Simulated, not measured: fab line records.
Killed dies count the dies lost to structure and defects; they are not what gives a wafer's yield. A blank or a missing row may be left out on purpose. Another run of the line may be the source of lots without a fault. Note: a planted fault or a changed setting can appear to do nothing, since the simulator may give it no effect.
The tool behind it: which one? -- flow nand harc -- 12 lots with 36 wafers sampled at 3 steps, on a route of 1302 steps

== WHAT EACH GAUGE READ, for each wafer ==
NHARC_A_STAIRCASE_INSPECT_155.
lot,measured,on,raw defect count
L075,day 20 09:17,defect inspect-02,509 654 444
L077,day 21 00:04,defect inspect-02,762 681 566
L080,day 21 19:01,defect inspect-01,422 518 402
L081,day 22 09:31,defect inspect-01,366 594 406
L083,day 23 07:46,defect inspect-02,503 351 595
L086,day 23 17:51,defect inspect-02,352 425 413
L087,day 24 10:50,defect inspect-02,481 481 535
L089,day 25 08:03,defect inspect-01,253 378 441
L090,day 26 09:04,defect inspect-02,361 392 362
L093,day 27 03:27,defect inspect-02,448 445 426
L095,day 28 08:02,defect inspect-02,413 789 414
L097,day 29 04:02,defect inspect-02,250 489 444

== TOOL THAT RAN EACH LOT (tool first, then ch and the chambers of the sampled wafers, then the start) ==
lot,NHARC_A_STAIRCASE_DESCUM_443,NHARC_A_STAIRCASE_CMP_450
L075,"rie diel-06 ch 0,1,2, day 20 01:55","cmp-04 ch 0,1,2, day 20 07:28"
L077,"rie diel-05 ch 2,3, day 20 15:58","cmp-03 ch 0,1,2, day 20 22:16"
L080,"rie diel-05 ch 1,2, day 21 11:40","cmp-01 ch 0,3, day 21 16:59"
L081,"rie diel-05 ch 1,3, day 22 02:11","cmp-04 ch 1,2, day 22 07:26"
L083,"rie diel-05 ch 0,2, day 23 00:44","cmp-04 ch 0,2,3, day 23 06:00"
L086,"rie diel-05 ch 0,2,3, day 23 10:23","cmp-04 ch 2,3, day 23 15:55"
L087,"rie diel-03 ch 2,3, day 24 02:48","cmp-01 ch 0,1,3, day 24 09:04"
L089,"rie diel-03 ch 0,1,2, day 24 23:52","cmp-01 ch 0,2,3, day 25 06:17"
L090,"rie diel-05 ch 0,1, day 26 01:47","cmp-04 ch 0,1, day 26 07:14"
L093,"rie diel-05 ch 0,1,2, day 26 20:14","cmp-01 ch 2,3, day 27 01:32"
L095,"rie diel-05 ch 1,3, day 27 23:54","cmp-01 ch 0,2,3, day 28 06:16"
L097,"rie diel-03 ch 0,1, day 28 20:02","cmp-01 ch 1,2, day 29 02:15"
- NHARC_A_STAIRCASE_DESCUM_443: chemistry O2, time 3 s.
- NHARC_A_STAIRCASE_CMP_450: polishes SiO2, target thk 200 nm.

== THE ANSWER, worked out from the rows above alone ==
Rule: the lots themselves supply what counts as usual. Put in order of their means at a reading, lots are off if they are a third of the lots or fewer, leave a main group of 4 or more, and stand apart from it by a gap of 3 or more times the standard deviation of the main group's means; of several such gaps the widest counts. Not used: any main group whose means are identical at the precision the tables above print for the reading. A lot without any number at a reading at which 4 lots or more have one is off too. The other lots that the step has rows for count as sound.
Nothing can be told from this: no lot is off at any reading shown.

== WHAT WAS PUT IN BY THE SIMULATOR ==
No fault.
